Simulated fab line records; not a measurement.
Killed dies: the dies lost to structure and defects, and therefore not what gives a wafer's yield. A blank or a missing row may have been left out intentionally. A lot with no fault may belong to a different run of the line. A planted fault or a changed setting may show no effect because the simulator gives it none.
fab line records -- flow n5-finfet -- part 1 of 2: steps 1 to 20 of 33
record: lots: 5, wafers: 15, last-day: 18
route steps=1938 shown SD_EPI_P@303 SD_ACTIVATION@330 ILD0@335
lots that met no fault: from a run of the same line without faults
start-h: hours from the record's opening day to when the first of the lot's shown wafers began -- wait-h: hours from the lot's prior step to this one -- " the same as in the row above -- L1.1+2: one row covering several wafers at once -- - no value present, or no start provided -- * or withheld: withheld -- < > ~ a bound
route shown NAME@n: NAME is a module with steps in the file, n the number in the route of the first one -- usual: mean and standard deviation over wafers with no fault -- same: alike in all rows -- chamber/n: place in a boat -- sites: the reading at each site -- _std_site: the values' standard deviation -- _edge_site: the outer-site mean with the inner-site mean subtracted -- radius-mm: for every site, how far away it sits from the centre of the wafer -- mask NAME#n: copy n -- behind: the most recent tool/chamber to have shaped the wafer -- hold: reason for holding the lot/hours on hold/outcome of the hold -- device: which transistor (n, p or np) failed to switch -- end of line: the tests these same wafers got at the end of their route -- step lacking rows: just its recipe -- killed: at the first sort, the dies lost to defects and structure; wafer yield is something else -- map: per-die view of a wafer (x killed, . not killed, _ where there is no die)
set.NAME: the setting the step ran with; set.NAME@STEP: the setting that earlier step ran with -- model.NAME: the simulator's own value behind a step, which no gauge read
lots at some steps of the route; a table a step, a row a wafer
services: when a tool's chamber went out of use (start-h, in hours from the record's first day, below 0 if earlier), for how many hours, and the reason
== steps ==
step: N5_SD_EPI_P_CD_MEAS_09
recipe: target-cd-nm: 240, landing-energy-ev: 500, detector: se-inlens
usual: cd-nm: 239.9/0.81
lot.wafer,tool,chamber,start-h,wait-h,cd-nm
L076.1,cd-sem-02,0,70.35,-,239.9
L076.3,cd-sem-02,0,70.35,-,239.3
L076.6,cd-sem-02,0,70.35,-,239.8
L077.1,cd-sem-02,0,72.18,-,239.9
L077.2,cd-sem-02,0,72.18,-,240.9
L077.4,cd-sem-02,0,72.18,-,239.7
L084.2,cd-sem-02,0,114.92,-,239.6
L084.4,cd-sem-02,0,114.92,-,239.4
L084.5,cd-sem-02,0,114.92,-,239.8
L091.1,cd-sem-03,0,156.67,-,240.0
L091.2,cd-sem-03,0,156.67,-,239.2
L091.5,cd-sem-03,0,156.67,-,239.7
L095.4,cd-sem-03,0,179.32,-,239.9
L095.5,cd-sem-03,0,179.32,-,240.2
L095.6,cd-sem-03,0,179.32,-,239.8
step: N5_SD_EPI_P_OVL_MEAS_10
recipe: points-per-wafer: 44
usual: SD_P_BLK_OVL: -0.2/0.76
lot.wafer,tool,chamber,start-h,wait-h,SD_P_BLK_OVL[nm]
L076.1,overlay-02,0,70.38,0.0,-1.0
L076.3,overlay-02,0,70.38,0.0,-2.1
L076.6,overlay-02,0,70.38,0.0,0.2
L077.1,overlay-01,0,72.21,0.0,0.1
L077.2,overlay-01,0,72.21,0.0,0.2
L077.4,overlay-01,0,72.21,0.0,1.0
L084.2,overlay-01,0,114.95,0.0,0.0
L084.4,overlay-01,0,114.95,0.0,-0.6
L084.5,overlay-01,0,114.95,0.0,0.1
L091.1,overlay-01,0,156.70,0.0,0.2
L091.2,overlay-01,0,156.70,0.0,0.3
L091.5,overlay-01,0,156.70,0.0,0.7
L095.4,overlay-01,0,179.35,0.0,0.4
L095.5,overlay-01,0,179.35,0.0,-0.9
L095.6,overlay-01,0,179.35,0.0,0.3
step: N5_SD_EPI_P_INSPECT_11
recipe: mode: adi, inspect-instrument: macro
usual: raw-defect-count: 2.1/1.4
lot.wafer,tool,chamber,start-h,wait-h,raw-defect-count
L076.1,defect-inspect-02,-,70.41,0.0,1
L076.3,defect-inspect-02,-,70.41,0.0,0
L076.6,defect-inspect-02,-,70.41,0.0,3
L077.1,defect-inspect-02,-,72.23,0.0,1
L077.2,defect-inspect-02,-,72.23,0.0,2
L077.4,defect-inspect-02,-,72.23,0.0,3
L084.2,defect-inspect-02,-,114.97,0.0,1
L084.4,defect-inspect-02,-,114.97,0.0,2
L084.5,defect-inspect-02,-,114.97,0.0,3
L091.1,defect-inspect-01,-,156.72,0.0,2
L091.2,defect-inspect-01,-,156.72,0.0,1
L091.5,defect-inspect-01,-,156.72,0.0,2
L095.4,defect-inspect-01,-,179.37,0.0,2
L095.5,defect-inspect-01,-,179.37,0.0,3
L095.6,defect-inspect-01,-,179.37,0.0,3
step: N5_SD_EPI_P_DESCUM_14
recipe: chemistry: O2, time-s: 7.9, source-power-w: 50, bias-power-w: 20, pressure-mtorr: 20, rf-frequency-hz: 2.712e+07, temp-c: 40, resist: CAR-ArF-block, o2-flow-sccm: 225
usual: drypump-motor-current-A: 5.7/0.52, oes-product-au: 0.81/0.081, rf-vpp-V: 243.1/1.5, showerhead-plenum-p-Torr: 2.09/0.077, throttle-valve-pct: 20.40/0.21
lot.wafer,tool,chamber,start-h,wait-h,drypump-motor-current-A,oes-product-au,rf-hours-counter-h,rf-vpp-V,showerhead-plenum-p-Torr,throttle-valve-pct
L076.1,rie-diel-05,3,70.44,0.0,5.3,0.73,196,244.0,2.07,20.27
L076.3,rie-diel-05,2,70.44,0.0,5.4,0.91,34,246.0,2.23,20.31
L076.6,rie-diel-05,0,70.44,0.0,6.3,0.94,-,242.9,2.05,20.59
L077.1,rie-diel-04,2,72.42,0.2,4.8,0.76,147,243.9,2.18,20.15
L077.2,rie-diel-04,1,72.42,0.2,5.4,0.90,17,242.3,2.05,20.68
L077.4,rie-diel-04,3,72.42,0.2,6.0,0.77,135,241.1,2.01,20.30
L084.2,rie-diel-05,1,115.01,0.0,5.3,0.91,33,245.4,2.22,20.17
L084.4,rie-diel-05,0,115.01,0.0,6.3,0.92,27,244.5,2.05,20.61
L084.5,rie-diel-05,2,115.01,0.0,5.4,0.89,-,244.2,2.22,20.32
L091.1,rie-diel-04,3,156.75,0.0,6.0,0.74,159,240.7,2.00,20.34
L091.2,rie-diel-04,2,156.75,0.0,4.8,0.73,173,245.3,2.17,20.19
L091.5,rie-diel-04,1,156.75,0.0,5.4,0.87,-,243.1,2.04,20.72
L095.4,rie-diel-05,3,179.40,0.0,5.3,0.70,230,244.2,2.06,20.31
L095.5,rie-diel-05,1,179.40,0.0,5.3,0.87,-,243.7,2.21,20.21
L095.6,rie-diel-05,0,179.40,0.0,6.3,0.86,-,240.6,2.04,20.63
step: N5_SD_EPI_P_ETCH_36
recipe: chemistry: CF4, target: SiARC, target-depth-a: 455, mask-material: CAR-ArF-block, time-s: 75.8, ion-energy-ev: 80, pressure-mtorr: 40, source-w: 545, bias-w: 36, Ar_flow_sccm: 100, cf4-flow-sccm: 100, ends: cleared
usual: drypump-motor-current-A: 5.7/0.51, etch-rf-on-time-s: 75.1/1.5, oes-product-au: 0.69/0.071, rf-vpp-V: 184.1/1.3, showerhead-plenum-p-Torr: 2.15/0.074, throttle-valve-pct: 15.60/0.19
lot.wafer,tool,chamber,start-h,wait-h,drypump-motor-current-A,etch-rf-on-time-s,oes-product-au,rf-hours-counter-h,rf-vpp-V,showerhead-plenum-p-Torr,throttle-valve-pct
L076.1,rie-diel-05,3,70.48,0.0,5.3,77.2,0.61,196,182.9,2.13,15.54
L076.3,rie-diel-05,2,70.48,0.0,5.4,75.3,0.78,34,184.6,2.26,15.36
L076.6,rie-diel-05,0,70.48,0.0,6.3,73.7,0.81,-,183.9,2.10,15.67
L077.1,rie-diel-04,2,72.45,0.0,4.8,75.5,0.65,147,184.9,2.23,15.41
L077.2,rie-diel-04,1,72.45,0.0,5.3,73.2,0.79,17,185.2,2.10,15.79
L077.4,rie-diel-04,3,72.45,0.0,6.0,74.4,0.66,135,183.4,2.06,15.55
L084.2,rie-diel-05,1,115.04,0.0,5.3,73.4,0.78,33,185.3,2.27,15.30
L084.4,rie-diel-05,0,115.04,0.0,6.3,73.6,0.78,27,183.8,2.10,15.71
L084.5,rie-diel-05,2,115.04,0.0,5.4,75.7,0.75,-,185.2,2.26,15.37
L091.1,rie-diel-04,3,156.79,0.0,6.0,74.1,0.65,159,183.3,2.06,15.59
L091.2,rie-diel-04,2,156.79,0.0,4.8,76.2,0.62,173,186.5,2.22,15.46
L091.5,rie-diel-04,1,156.79,0.0,5.4,72.5,0.75,-,182.9,2.09,15.84
L095.4,rie-diel-05,3,179.44,0.0,5.3,76.4,0.60,230,184.0,2.12,15.61
L095.5,rie-diel-05,1,179.44,0.0,5.3,72.4,0.77,-,183.7,2.26,15.36
L095.6,rie-diel-05,0,179.44,0.0,6.3,74.1,0.75,-,184.7,2.09,15.75
step: N5_SD_EPI_P_ETCH_37
recipe: chemistry: N2/H2, target: SOC, overetch-a: 1080, mask-material: SiARC, temp-c: 40, ion-energy-ev: 100, source-w: 3000, bias-w: 133, pressure-mtorr: 20, time-s: 486, n2-flow-sccm: 200, h2-flow-sccm: 200, ends: end-point
usual: drypump-motor-current-A: 5.7/0.51, oes-product-au: 0.72/0.068, rf-vpp-V: 240.9/1.4, showerhead-plenum-p-Torr: 2.54/0.095, throttle-valve-pct: 23.8/0.33
lot.wafer,tool,chamber,start-h,wait-h,drypump-motor-current-A,oes-product-au,rf-hours-counter-h,rf-vpp-V,showerhead-plenum-p-Torr,throttle-valve-pct
L076.1,rie-diel-05,3,70.53,0.0,5.3,0.66,196,241.6,2.52,23.6
L076.3,rie-diel-05,2,70.53,0.0,5.4,0.81,34,242.1,2.70,24.0
L076.6,rie-diel-05,0,70.53,0.0,6.3,0.83,-,239.5,2.49,24.2
L077.1,rie-diel-04,2,72.51,0.0,4.8,0.67,147,241.6,2.65,23.5
L077.2,rie-diel-04,1,72.51,0.0,5.4,0.80,17,239.2,2.48,24.3
L077.4,rie-diel-04,3,72.51,0.0,6.0,0.68,135,238.4,2.44,23.8
L084.2,rie-diel-05,1,115.10,0.0,5.3,0.81,33,242.5,2.70,23.6
L084.4,rie-diel-05,0,115.10,0.0,6.3,0.80,27,239.8,2.49,24.2
L084.5,rie-diel-05,2,115.10,0.0,5.4,0.79,-,242.7,2.69,24.0
L091.1,rie-diel-04,3,156.85,0.0,6.0,0.66,159,239.0,2.43,23.8
L091.2,rie-diel-04,2,156.85,0.0,4.8,0.66,173,243.9,2.64,23.6
L091.5,rie-diel-04,1,156.85,0.0,5.4,0.76,-,237.7,2.47,24.3
L095.4,rie-diel-05,3,179.50,0.0,5.3,0.63,230,240.4,2.50,23.6
L095.5,rie-diel-05,1,179.50,0.0,5.3,0.78,-,242.3,2.69,23.6
L095.6,rie-diel-05,0,179.50,0.0,6.3,0.78,-,239.2,2.48,24.2
step: N5_SD_EPI_P_STRIP_38
recipe: chemistry: N2/H2, temp-c: 40, n2-flow-sccm: 200, h2-flow-sccm: 200, rf-frequency-hz: 6e+07
lot.wafer,tool,chamber,start-h,wait-h
L076.1+3+6,rie-diel-05,"3,2,0",70.85,0.2
L077.1+2+4,rie-diel-04,"2,1,3",72.82,0.2
L084.2+4+5,rie-diel-05,"1,0,2",115.41,0.2
L091.1+2+5,rie-diel-04,"3,2,1",157.16,0.2
L095.4+5+6,rie-diel-05,"3,1,0",179.81,0.2
step: N5_SD_EPI_P_ETCHBACK_46
recipe: chemistry: CH3F/O2, mode: anisotropic-etchback, target: SiNx, target-depth-a: 175, stop-on: SiO2, over-etch-frac: 0.3, ion-energy-ev: 120, pressure-mtorr: 30, source-w: 395, bias-w: 73, Ar_flow_sccm: 150, CH3F_flow_sccm: 30, O2_flow_sccm: 20
usual: drypump-motor-current-A: 5.7/0.52, oes_f_703_au: 0.81/0.081, oes-product-au: 0.69/0.064, rf-vpp-V: 295/3.2, showerhead-plenum-p-Torr: 2.00/0.072, throttle-valve-pct: 16.33/0.2
same: over-etch-frac: 0.3
lot.wafer,tool,chamber,start-h,wait-h,drypump-motor-current-A,oes_f_703_au,oes-product-au,rf-hours-counter-h,rf-vpp-V,showerhead-plenum-p-Torr,throttle-valve-pct
L076.1,rie-diel-05,3,70.86,0.0,5.3,0.72,0.62,197,296,1.99,16.28
L076.3,rie-diel-05,2,70.86,0.0,5.4,0.91,0.77,34,300,2.12,16.13
L076.6,rie-diel-05,0,70.86,0.0,6.3,0.93,0.78,-,298,1.96,16.45
L077.1,rie-diel-04,2,72.83,0.0,4.8,0.76,0.65,147,296,2.08,16.13
L077.2,rie-diel-04,1,72.83,0.0,5.4,0.92,0.77,17,290,1.96,16.55
L077.4,rie-diel-04,3,72.83,0.0,6.0,0.78,0.66,135,291,1.92,16.22
L084.2,rie-diel-05,1,115.42,0.0,5.3,0.92,0.76,33,295,2.12,16.07
L084.4,rie-diel-05,0,115.42,0.0,6.3,0.89,0.76,27,299,1.96,16.47
L084.5,rie-diel-05,2,115.42,0.0,5.4,0.88,0.76,-,299,2.11,16.15
L091.1,rie-diel-04,3,157.17,0.0,6.0,0.75,0.63,159,290,1.91,16.28
L091.2,rie-diel-04,2,157.17,0.0,4.7,0.75,0.63,174,297,2.08,16.18
L091.5,rie-diel-04,1,157.17,0.0,5.4,0.87,0.73,-,291,1.95,16.59
L095.4,rie-diel-05,3,179.82,0.0,5.3,0.69,0.60,230,295,1.98,16.34
L095.5,rie-diel-05,1,179.82,0.0,5.3,0.89,0.74,-,294,2.12,16.10
L095.6,rie-diel-05,0,179.82,0.0,6.3,0.86,0.74,-,299,1.95,16.49
step: N5_SD_EPI_P_ETCH_47
recipe: chemistry: CH3F/O2, target: SiOCN, target-depth-a: 250, mask-material: SOC, ion-energy-ev: 60, bias-w: 29, pressure-mtorr: 30, source-w: 410, Ar_flow_sccm: 150, CH3F_flow_sccm: 30, O2_flow_sccm: 20
usual: drypump-motor-current-A: 5.7/0.52, oes_f_703_au: 0.81/0.081, oes-product-au: 0.80/0.082, rf-vpp-V: 126.4/1.6, showerhead-plenum-p-Torr: 2.00/0.072, throttle-valve-pct: 16.31/0.2
lot.wafer,tool,chamber,start-h,wait-h,drypump-motor-current-A,oes_f_703_au,oes-product-au,rf-hours-counter-h,rf-vpp-V,showerhead-plenum-p-Torr,throttle-valve-pct
L076.1,rie-diel-05,3,70.96,0.1,5.4,0.72,0.73,197,128.2,1.99,16.25
L076.3,rie-diel-05,2,70.96,0.1,5.4,0.91,0.91,34,126.9,2.12,16.09
L076.6,rie-diel-05,0,70.96,0.1,6.3,0.92,0.94,-,127.0,1.96,16.41
L077.1,rie-diel-04,2,72.93,0.1,4.7,0.76,0.76,147,128.7,2.08,16.10
L077.2,rie-diel-04,1,72.93,0.1,5.4,0.93,0.91,17,124.0,1.96,16.53
L077.4,rie-diel-04,3,72.93,0.1,6.0,0.77,0.77,135,122.6,1.92,16.21
L084.2,rie-diel-05,1,115.52,0.1,5.3,0.91,0.91,33,126.8,2.12,16.02
L084.4,rie-diel-05,0,115.52,0.1,6.3,0.90,0.91,27,126.7,1.96,16.45
L084.5,rie-diel-05,2,115.52,0.1,5.5,0.88,0.90,-,128.8,2.11,16.12
L091.1,rie-diel-04,3,157.27,0.1,6.0,0.76,0.74,159,125.0,1.91,16.26
L091.2,rie-diel-04,2,157.27,0.1,4.8,0.75,0.73,174,126.3,2.08,16.17
L091.5,rie-diel-04,1,157.27,0.1,5.4,0.88,0.86,-,124.2,1.95,16.58
L095.4,rie-diel-05,3,179.92,0.1,5.4,0.70,0.70,230,126.4,1.98,16.32
L095.5,rie-diel-05,1,179.92,0.1,5.3,0.89,0.88,-,125.4,2.12,16.06
L095.6,rie-diel-05,0,179.92,0.1,6.3,0.85,0.87,-,127.7,1.95,16.47
step: N5_SD_EPI_P_ETCH_16
recipe: chemistry: CHF3/O2, target: SiO2, target-depth-a: 50, mask-material: SOC, pressure-mtorr: 30, source-w: 650, bias-w: 170, Ar_flow_sccm: 200, CHF3_flow_sccm: 50, O2_flow_sccm: 5, ion-energy-ev: 200
usual: drypump-motor-current-A: 5.7/0.52, oes_f_703_au: 0.80/0.08, oes-product-au: 0.80/0.082, rf-vpp-V: 519/5.7, showerhead-plenum-p-Torr: 2.41/0.084, throttle-valve-pct: 18.89/0.21
lot.wafer,tool,chamber,start-h,wait-h,drypump-motor-current-A,oes_f_703_au,oes-product-au,rf-hours-counter-h,rf-vpp-V,showerhead-plenum-p-Torr,throttle-valve-pct
L076.1,rie-diel-05,3,71.06,0.1,5.4,0.72,0.73,197,521,2.40,18.80
L076.3,rie-diel-05,2,71.06,0.1,5.4,0.91,0.91,34,528,2.55,18.69
L076.6,rie-diel-05,0,71.06,0.1,6.3,0.93,0.95,-,526,2.37,19.04
L077.1,rie-diel-04,2,73.03,0.1,4.8,0.76,0.76,147,522,2.51,18.66
L077.2,rie-diel-04,1,73.03,0.1,5.4,0.92,0.92,17,511,2.37,19.16
L077.4,rie-diel-04,3,73.03,0.1,6.0,0.77,0.77,135,513,2.31,18.79
L084.2,rie-diel-05,1,115.62,0.1,5.3,0.92,0.91,33,522,2.55,18.64
L084.4,rie-diel-05,0,115.62,0.1,6.3,0.89,0.91,27,524,2.36,19.06
L084.5,rie-diel-05,2,115.62,0.1,5.4,0.88,0.88,-,528,2.54,18.71
L091.1,rie-diel-04,3,157.37,0.1,6.0,0.75,0.75,159,513,2.31,18.82
L091.2,rie-diel-04,2,157.37,0.1,4.8,0.74,0.73,174,522,2.50,18.68
L091.5,rie-diel-04,1,157.37,0.1,5.4,0.87,0.86,-,513,2.36,19.19
L095.4,rie-diel-05,3,180.02,0.1,5.3,0.70,0.70,230,520,2.39,18.85
L095.5,rie-diel-05,1,180.02,0.1,5.3,0.88,0.87,-,521,2.55,18.69
L095.6,rie-diel-05,0,180.02,0.1,6.3,0.86,0.87,-,524,2.35,19.10
step: N5_SD_EPI_P_STRIP_50
recipe: chemistry: CHF3/O2, resist: SiARC, rf-frequency-hz: 6e+07
lot.wafer,tool,chamber,start-h,wait-h
L076.1+3+6,rie-diel-05,"3,2,0",71.10,0.0
L077.1+2+4,rie-diel-04,"2,1,3",73.07,0.0
L084.2+4+5,rie-diel-05,"1,0,2",115.66,0.0
L091.1+2+5,rie-diel-04,"3,2,1",157.41,0.0
L095.4+5+6,rie-diel-05,"3,1,0",180.06,0.0
step: N5_SD_EPI_P_SD_RECESS_17
recipe: chemistry: HBr/Cl2/O2, target-depth-a: 391, bt-time-s: 3, pressure-mtorr: 10, icp-w: 800, bias-w: 112, HBr_flow_sccm: 150, Cl2_flow_sccm: 80, O2_flow_sccm: 12
usual: drypump-motor-current-A: 5.6/0.43, oes-product-au: 1.008/0.014, throttle-valve-pct: 36.90/0.28
lot.wafer,tool,chamber,start-h,wait-h,drypump-motor-current-A,oes-product-au,rf-hours-counter-h,throttle-valve-pct
L076.1,rie-si-05,1,71.13,0.0,5.4,1.025,184,36.54
L076.3,rie-si-05,2,71.13,0.0,4.8,1.021,138,36.74
L076.6,rie-si-05,1,71.13,0.0,5.4,1.027,-,36.54
L077.1,rie-si-01,0,73.10,0.0,5.8,1.027,51,37.12
L077.2,rie-si-01,3,73.10,0.0,5.6,0.996,4,36.76
L077.4,rie-si-01,1,73.10,0.0,5.7,1.011,-,36.59
L084.2,rie-si-03,2,115.69,0.0,5.7,0.991,21,36.65
L084.4,rie-si-03,1,115.69,0.0,6.6,1.000,62,36.74
L084.5,rie-si-03,0,115.69,0.0,4.9,0.978,-,37.24
L091.1,rie-si-01,0,157.44,0.0,5.8,1.027,53,37.12
L091.2,rie-si-01,3,157.44,0.0,5.6,0.989,6,36.77
L091.5,rie-si-01,1,157.44,0.0,5.7,1.011,-,36.58
L095.4,rie-si-01,1,180.10,0.0,5.7,1.011,38,36.59
L095.5,rie-si-01,0,180.10,0.0,5.8,1.024,-,37.13
L095.6,rie-si-01,1,180.10,0.0,5.7,1.010,-,36.60
step: N5_SD_EPI_P_WET_ETCH_45
recipe: chemistry: dHF, dilution: withheld, time-s: 10.7, target: SiO2, target-depth-a: 20, temp-c: 25, dry: ipa-marangoni, rinse-time-s: 30, rinse-temp-c: 23
lot.wafer,tool,chamber,start-h,wait-h
L076.1+3+6,wet-bench-05,"0,3,7",71.22,0.1
L077.1+2+4,wet-bench-02,"7,0,2",73.20,0.1
L084.2+4+5,wet-bench-05,"3,2,6",115.79,0.1
L091.1+2+5,wet-bench-05,"6,7,4",157.54,0.1
L095.4+5+6,wet-bench-05,"0,4,1",180.19,0.1
step: N5_SD_EPI_P_STRIP_40
recipe: chemistry: N2/H2, power-w: 1000, temp-c: 250, h2-frac: 0.65, overash-fraction: 0.3, pressure-mtorr: withheld, n2-flow-sccm: 1750, h2-flow-sccm: 3250
usual: drypump-motor-current-A: 5.9/0.47, heater-power-w: 325/31, oes-product-au: 0.763/0.0098
lot.wafer,tool,chamber,start-h,wait-h,drypump-motor-current-A,heater-power-w,oes-product-au,rf-hours-counter-h
L076.1,plasma-asher-02,1,71.27,0.0,5.3,358,0.771,89
L076.3,plasma-asher-02,1,71.27,0.0,5.3,372,0.759,-
L076.6,plasma-asher-02,0,71.27,0.0,5.9,322,0.780,-
L077.1,plasma-asher-02,0,73.26,0.0,5.9,319,0.768,90
L077.2,plasma-asher-02,1,73.26,0.0,5.2,357,0.758,90
L077.4,plasma-asher-02,1,73.26,0.0,5.3,357,0.747,-
L084.2,plasma-asher-01,0,115.84,0.0,6.6,275,0.750,39
L084.4,plasma-asher-01,1,115.84,0.0,5.8,334,0.770,-
L084.5,plasma-asher-01,0,115.84,0.0,6.6,280,0.759,-
L091.1,plasma-asher-01,1,157.59,0.0,5.8,334,0.755,48
L091.2,plasma-asher-01,0,157.59,0.0,6.6,274,0.764,48
L091.5,plasma-asher-01,0,157.59,0.0,6.6,280,0.783,-
L095.4,plasma-asher-01,1,180.26,0.0,5.8,325,0.770,-
L095.5,plasma-asher-01,0,180.26,0.0,6.6,284,0.764,-
L095.6,plasma-asher-01,1,180.26,0.0,5.8,314,0.753,-
step: N5_SD_EPI_P_PRECLEAN_52
recipe: chemistry: O3/DIW, time-s: 60, temp-c: 22, o3-ppm: 10
lot.wafer,tool,chamber,start-h,wait-h
L076.1+3+6,wet-bench-02,"6,5,7",71.36,-
L077.1+2+4,wet-bench-03,"6,5,7",73.34,-
L084.2+4+5,wet-bench-03,"4,5,0",115.93,-
L091.1+2+5,wet-bench-02,"1,0,4",157.67,-
L095.4+5+6,wet-bench-03,"5,4,1",180.33,-
step: N5_SD_EPI_P_SRD_20
recipe: dry: ipa-marangoni, do-ppb: 5, time-s: 30, temp-c: 23, rinse-liquid: diw
lot.wafer,tool,chamber,start-h,wait-h
L076.1+3+6,wet-bench-02,"6,5,7",71.38,0.0
L077.1+2+4,wet-bench-03,"6,5,7",73.36,0.0
L084.2+4+5,wet-bench-03,"4,5,0",115.95,0.0
L091.1+2+5,wet-bench-02,"1,0,4",157.69,0.0
L095.4+5+6,wet-bench-03,"5,4,1",180.35,0.0
step: N5_SD_EPI_P_PRECLEAN_51
recipe: chemistry: NF3:NH3, afs-cycles: 1, temp-c: 30, time-s: 20, sublimation-temp-c: 180, sublimation-time-s: 60, pressure-torr: 3, rf-power-w: 30
lot.wafer,tool,chamber,start-h,wait-h
L076.1+3+6,epi-rpcvd-02,0,71.43,0.0
L077.1+2+4,epi-rpcvd-01,0,73.41,0.0
L084.2+4+5,epi-rpcvd-02,0,116.02,0.1
L091.1+2+5,epi-rpcvd-02,0,157.75,0.0
L095.4+5+6,epi-rpcvd-01,0,180.52,0.2
step: N5_SD_EPI_P_VAPOR_ETCH_44
recipe: chemistry: NF3/Ar, target: SiGe30, temp-c: 25, time-s: 3.3, mode: isotropic
lot.wafer,tool,chamber,start-h,wait-h
L076.1+3+6,epi-rpcvd-02,0,71.61,0.1
L077.1+2+4,epi-rpcvd-01,0,73.59,0.1
L084.2+4+5,epi-rpcvd-02,0,116.20,0.1
L091.1+2+5,epi-rpcvd-02,0,157.93,0.1
L095.4+5+6,epi-rpcvd-01,0,180.76,0.2
step: N5_SD_EPI_P_EPI_21
recipe: material: SiGe:B, dopant: B, temp-c: 550, pressure-torr: 20, ambient: H2, time-s: 355
lot.wafer,tool,chamber,start-h,wait-h
L076.1+3+6,epi-rpcvd-02,0,71.79,0.1
L077.1+2+4,epi-rpcvd-01,0,73.77,0.1
L084.2+4+5,epi-rpcvd-02,0,116.71,0.5
L091.1+2+5,epi-rpcvd-02,0,158.11,0.1
L095.4+5+6,epi-rpcvd-01,0,182.32,1.5
step: N5_SD_EPI_P_EPI_MEAS_23
recipe: mode: xrd
usual: thk-nm: 61.0/1.2
lot.wafer,tool,chamber,start-h,wait-h,thk-nm
L076.1,film-metro-02,-,73.98,1.8,59.5
L076.3,film-metro-02,-,73.98,1.8,60.3
L076.6,film-metro-02,-,73.98,1.8,59.4
L077.1,film-metro-02,-,75.97,1.8,61.1
L077.2,film-metro-02,-,75.97,1.8,62.0
L077.4,film-metro-02,-,75.97,1.8,62.7
L084.2,film-metro-02,-,118.55,1.5,60.4
L084.4,film-metro-02,-,118.55,1.5,61.5
L084.5,film-metro-02,-,118.55,1.5,61.9
L091.1,film-metro-02,-,160.30,1.8,61.5
L091.2,film-metro-02,-,160.30,1.8,60.9
L091.5,film-metro-02,-,160.30,1.8,61.6
L095.4,film-metro-02,-,183.80,1.0,62.8
L095.5,film-metro-02,-,183.80,1.0,60.4
L095.6,film-metro-02,-,183.80,1.0,58.4
